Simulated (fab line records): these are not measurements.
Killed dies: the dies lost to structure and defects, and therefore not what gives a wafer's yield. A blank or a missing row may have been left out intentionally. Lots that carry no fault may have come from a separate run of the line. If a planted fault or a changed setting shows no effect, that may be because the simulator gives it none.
Which of the tools did it? | flow nandHarc | 72 wafers from 24 lots sampled at 4 of the route's 1302 steps

== WHAT THE GAUGES READ, wafer by wafer ==
NHARC_P_BONDPAD_THK_MEAS_20: measures by xrf. Usual: thkNm at 160.6 nm, with a standard deviation of 1.4.
lot  | measured     | on           | thkNm (nm)        | flag
L074 | day 6 13:56  | filmMetro-02 | 159.0 159.8 158.6 | 
L075 | day 7 03:04  | filmMetro-02 | 161.2 160.7 161.7 | 
L076 | day 7 08:26  | filmMetro-01 | 160.8 162.4 162.1 | 
L077 | day 7 19:07  | filmMetro-02 | 163.5 162.3 160.9 | 
L082 | day 10 20:36 | filmMetro-02 | 157.6 160.9 159.9 | 
L081 | day 10 21:46 | filmMetro-02 | 161.0 160.8 157.4 | 
L078 | day 10 22:05 | filmMetro-01 | 161.7 161.4 161.6 | 
L083 | day 11 03:22 | filmMetro-01 | 159.1 160.4 160.7 | 
L084 | day 11 05:30 | filmMetro-01 | 161.4 163.3 158.7 | 
L080 | day 11 06:25 | filmMetro-01 | 159.8 160.1 159.7 | 
L079 | day 11 11:25 | filmMetro-02 | 161.0 160.1 160.9 | 
L085 | day 11 12:50 | filmMetro-01 | 159.8 160.2 160.7 | 
L086 | day 11 16:10 | filmMetro-02 | 161.0 162.4 163.9 | 
L087 | day 12 14:05 | filmMetro-02 | 160.9 162.6 160.1 | 
L088 | day 12 15:44 | filmMetro-02 | 161.1 159.5 161.3 | 
L089 | day 12 18:44 | filmMetro-02 | 159.5 161.5 159.7 | 
L090 | day 13 07:18 | filmMetro-01 | 160.8 160.3 160.7 | 
L091 | day 13 14:10 | filmMetro-02 | 159.3 159.5 161.1 | 
L092 | day 14 08:23 | filmMetro-02 | 160.5 161.5 160.1 | 
L093 | day 14 10:31 | filmMetro-01 | 159.7 158.8 161.0 | 
L094 | day 14 21:34 | filmMetro-01 | 159.9 158.3 158.8 | 
L095 | day 15 18:13 | filmMetro-02 | 163.3 160.6 160.0 | 
L096 | day 16 00:04 | filmMetro-02 | 161.3 161.3 160.1 | 
L097 | day 16 04:55 | filmMetro-02 | 158.8 161.9 162.2 | 

NHARC_P_BONDPAD_INSPECT_23. Usual: rawDefectCount at 347, with a standard deviation of 120.
lot  | measured     | on               | rawDefectCount | flag
L074 | day 6 14:09  | defectInspect-02 | 506 451 311    | 
L075 | day 7 03:17  | defectInspect-02 | 268 395 336    | 
L076 | day 7 08:40  | defectInspect-01 | 190 246 348    | 
L077 | day 7 19:20  | defectInspect-02 | 327 361 345    | 
L082 | day 10 20:49 | defectInspect-01 | 494 385 257    | 
L081 | day 10 21:59 | defectInspect-02 | 445 454 542    | 
L078 | day 10 22:17 | defectInspect-02 | 352 304 224    | 
L083 | day 11 03:34 | defectInspect-02 | 237 411 280    | 
L084 | day 11 05:42 | defectInspect-01 | 224 258 326    | 
L080 | day 11 06:38 | defectInspect-02 | 448 368 614    | 
L079 | day 11 11:38 | defectInspect-01 | 179 302 233    | 
L085 | day 11 13:02 | defectInspect-01 | 223 245 227    | 
L086 | day 11 16:24 | defectInspect-02 | 373 611 574    | 
L087 | day 12 14:17 | defectInspect-01 | 603 616 512    | 
L088 | day 12 15:59 | defectInspect-01 | 295 309 222    | 
L089 | day 12 18:56 | defectInspect-01 | 361 350 309    | 
L090 | day 13 07:30 | defectInspect-01 | 250 261 265    | 
L091 | day 13 14:22 | defectInspect-01 | 246 451 361    | 
L092 | day 14 08:38 | defectInspect-01 | 447 227 607    | 
L093 | day 14 10:45 | defectInspect-02 | 584 445 298    | 
L094 | day 14 21:46 | defectInspect-01 | 173 158 163    | 
L095 | day 15 18:26 | defectInspect-02 | 246 621 218    | 
L096 | day 16 00:17 | defectInspect-01 | 332 337 324    | 
L097 | day 16 05:07 | defectInspect-01 | 379 253 343    | 

NHARC_A_ZERO_WELL_INSPECT_17. Usual: rawDefectCount at 12, with a standard deviation of 6.1.
lot  | measured     | on               | rawDefectCount | flag
L074 | day 6 16:55  | defectInspect-01 | 12 9 5         | 
L075 | day 7 05:56  | defectInspect-02 | 10 14 9        | 
L076 | day 7 11:37  | defectInspect-01 | 9 3 9          | 
L077 | day 7 22:01  | defectInspect-02 | 7 7 8          | 
L082 | day 10 23:37 | defectInspect-01 | 7 6 3          | 
L081 | day 11 00:47 | defectInspect-02 | 9 11 15        | 
L078 | day 11 01:07 | defectInspect-02 | 5 8 3          | 
L083 | day 11 06:14 | defectInspect-02 | 11 17 15       | 
L084 | day 11 08:29 | defectInspect-01 | 32 9 19        | 
L080 | day 11 09:24 | defectInspect-02 | 13 10 13       | 
L079 | day 11 14:31 | defectInspect-02 | 24 18 9        | 
L085 | day 11 15:52 | defectInspect-02 | 9 18 19        | 
L086 | day 11 19:10 | defectInspect-02 | 5 7 4          | 
L087 | day 12 17:03 | defectInspect-01 | 19 11 6        | 
L088 | day 12 18:47 | defectInspect-02 | 17 29 10       | 
L089 | day 12 21:50 | defectInspect-02 | 5 1 8          | 
L090 | day 13 10:16 | defectInspect-02 | 14 5 15        | 
L091 | day 13 17:08 | defectInspect-01 | 17 11 17       | 
L092 | day 14 11:22 | defectInspect-01 | 16 18 6        | 
L093 | day 14 13:29 | defectInspect-01 | 2 3 11         | 
L094 | day 15 00:31 | defectInspect-01 | 11 8 7         | 
L095 | day 15 21:26 | defectInspect-01 | 8 9 19         | 
L096 | day 16 02:56 | defectInspect-02 | 24 16 18       | 
L097 | day 16 07:46 | defectInspect-02 | 16 10 10       | 

NHARC_A_CHANNEL_HOLE_D1_CD_MEAS_30. Usual: cdNm at 89.4 nm, with a standard deviation of 1.1.
lot  | measured     | on       | cdNm (nm)      | flag
L074 | day 8 21:20  | cdSem-03 | 88.3 89.2 90.6 | 
L075 | day 9 05:59  | cdSem-02 | 90.8 89.3 89.1 | 
L076 | day 9 09:52  | cdSem-03 | 90.3 89.4 89.7 | 
L077 | day 9 20:28  | cdSem-01 | 88.6 89.4 87.7 | 
L082 | day 13 02:28 | cdSem-03 | 89.2 89.5 89.4 | 
L081 | day 13 01:49 | cdSem-02 | 89.0 88.4 89.7 | 
L078 | day 12 21:50 | cdSem-03 | 89.1 90.2 89.5 | 
L083 | day 13 09:46 | cdSem-01 | 88.5 88.8 90.1 | 
L084 | day 13 06:05 | cdSem-01 | 88.9 92.6 90.3 | 
L080 | day 13 14:25 | cdSem-01 | 89.3 88.7 90.0 | 
L079 | day 13 17:46 | cdSem-03 | 89.2 89.2 90.3 | 
L085 | day 13 22:46 | cdSem-02 | 88.0 88.3 88.0 | 
L086 | day 14 02:02 | cdSem-03 | 89.0 90.5 89.1 | 
L087 | day 14 18:02 | cdSem-03 | 89.9 88.7 89.8 | 
L088 | day 15 00:24 | cdSem-01 | 90.6 90.5 90.6 | 
L089 | day 14 20:19 | cdSem-01 | 89.5 89.7 87.1 | 
L090 | day 15 08:42 | cdSem-01 | 90.5 89.0 89.9 | 
L091 | day 15 09:14 | cdSem-03 | 89.0 90.5 88.5 | 
L092 | day 16 13:29 | cdSem-02 | 89.5 88.3 90.6 | 
L093 | day 16 09:16 | cdSem-01 | 89.9 90.1 91.4 | 
L094 | day 17 00:20 | cdSem-03 | 87.0 89.0 89.0 | 
L095 | day 18 01:37 | cdSem-01 | 90.9 91.1 88.2 | 
L096 | day 18 04:28 | cdSem-01 | 89.7 89.9 90.4 | 
L097 | day 19 06:08 | cdSem-03 | 91.0 88.6 89.6 | 

== WHAT TOOL EACH LOT RAN ON (gives the tool, then ch and the chambers of the sampled wafers, and finally the start) ==
The record shows no process step preceding these readings.

== AS READ BY THE TOOLS THEMSELVES (means over the sampled wafers that have a number; for cases with no such wafer, the mark the record gives instead) ==
The record holds no such reading with a usual standard deviation.

== THE ANSWER, worked out from the rows above alone ==
Rule: a lot counts as off when the mean over its wafers that have a number is more than 3 standard deviations away from the usual mean. Also off: a lot with no number at a reading for which 4 or more lots have one. All remaining lots with rows at the step are treated as sound. First the gauges in route order, then the tools' own readings, where a lot's mean is used as printed above. The first step at which some lot is off is used, and at that step the reading that is off furthest; a lot without a number counts as furthest.
No lot is off on any of the readings shown, so nothing can be concluded from this.

== WHAT HAD BEEN PUT IN BY THE SIMULATOR ==
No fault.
